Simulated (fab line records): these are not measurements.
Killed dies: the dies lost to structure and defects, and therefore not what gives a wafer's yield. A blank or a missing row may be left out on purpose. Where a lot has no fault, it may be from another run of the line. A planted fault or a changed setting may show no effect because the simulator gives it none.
Chamber matching	flow nand harc	NHARC_P_GATE_ETCH_104 on rie diel-02 has 4 sister chambers
The step etches the open film in CF4/CHF3, target depth 60 nm. 4 wafers are shown with their chamber, then 8 later ones without.

EACH WAFER AND ITS CHAMBER
wafer	chamber	drypump motor current A (A)
L082.1	1	6.2
L083.1	2	5.7
L083.2	0	6.0
L089.1	3	5.3

WAFERS WHOSE CHAMBER IS MISSING
wafer	drypump motor current A (A)
L089.2	5.8
L089.6	6.0
L092.1	6.0
L092.2	5.8
L092.3	5.3
L096.1	6.0
L096.2	6.2
L096.3	5.2

EACH ONE'S CHAMBER
wafer	from the rows above	in truth
L089.2	can't be placed: 2 or 0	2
L089.6	0	0
L092.1	0	0
L092.2	can't be placed: 2 or 0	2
L092.3	3	3
L096.1	0	0
L096.2	1	1
L096.3	3	3
Correctly placed: 6 of 8. Not placeable from these rows: 2 (in 2, the candidates include the true chamber). Wrongly placed: 0.
How it was worked out, from the rows above alone: a wafer's distance from a chamber is the root of the sum, over the readings, of the square of ((its reading less the chamber's mean) divided by the reading's scatter). If the next closest chamber is less than 2 further off than the closest, the wafer can't be placed; otherwise it belongs to the closest. For every chamber, the mean is computed from those of its wafers that are shown. The scatter: root of mean squared gap, hidden wafer to nearest shown wafer, with one shown wafer a chamber.
